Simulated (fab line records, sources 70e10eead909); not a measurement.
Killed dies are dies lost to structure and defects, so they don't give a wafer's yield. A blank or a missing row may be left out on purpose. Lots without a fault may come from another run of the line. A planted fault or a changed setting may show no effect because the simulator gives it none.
One fault seen from 2 desks | flow nand_harc | each desk has only its own numbers; what lay behind them comes last

THE TOOL OWNER'S DESK: pecvd_onon-04
The tool's own readings at NHARC_A_ONON_D1_DEP_06 (target thk 1000 nm): means of the sampled wafers that have a number, for each lot that ran on this tool. A lot is out of limits, marked OUT, if its mean lies more than 4 standard deviations from the usual mean; the brackets give that distance.
Columns: A = n2o_flow_sccm at NHARC_A_ONON_D1_DEP_06, usual 1999 sccm; B = nh3_flow_sccm at NHARC_A_ONON_D1_DEP_06, usual 499.9 sccm
lot  | first seen here | A              | B
L943 | day 7 23:42     | 2005           | 498.6
L951 | day 9 20:08     | 2393 (+68) OUT | 499.8
L953 | day 10 19:26    | 2399 (+69) OUT | 500.3
This desk's finding: out of limits on L951, L953; first on L951, day 9 20:08 (n2o_flow_sccm at NHARC_A_ONON_D1_DEP_06). In limits: L943.

THE METROLOGY DESK
What the gauges read, lot by lot, whatever tool the lot ran on: means of the sampled wafers that have a number. A lot is out of limits, marked OUT, if its mean lies more than 4 standard deviations from the usual mean; the brackets give that distance.
Columns: A = thk_nm at NHARC_A_SOURCE_PLATE_THK_MEAS_09, usual 9.7 nm
lot  | first seen here | A
L942 | day 7 07:58     | 9.3
L943 | day 7 07:58     | 9.6
L945 | day 7 07:59     | 9.0
L951 | day 9 05:38     | 10.3
L953 | day 10 03:08    | 10.8
L954 | day 10 03:08    | 8.6
L957 | day 10 03:08    | 8.9
L955 | day 10 07:35    | 9.5
L956 | day 10 14:55    | 10.2
L959 | day 11 03:40    | 10.3
L958 | day 11 03:41    | 9.1
L960 | day 11 10:27    | 9.7
L962 | day 11 14:52    | 9.8
This desk's finding: nothing out of limits on any of the 13 lots.

PUT TOGETHER
The tool owner's desk could have raised an alarm at day 9 20:08, on L951, L953.
The metrology desk saw nothing out of limits.
The metrology desk has L951, L953 on record, within its limits.
Of the lots named, all ran NHARC_A_ONON_D1_DEP_06 on pecvd_onon-04.

WHAT THE SIMULATOR HAD PUT IN
Process parameter drift: pecvd_onon-04, from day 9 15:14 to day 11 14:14, at NHARC_A_ONON_D1_DEP_06. Setting n2o_flow_sccm, moved by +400, from 2000. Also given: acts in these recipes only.
Lots struck among those shown: L951, L953.
Hours from the fault's start to each desk's first reading out of limits: the tool owner's desk, 5.
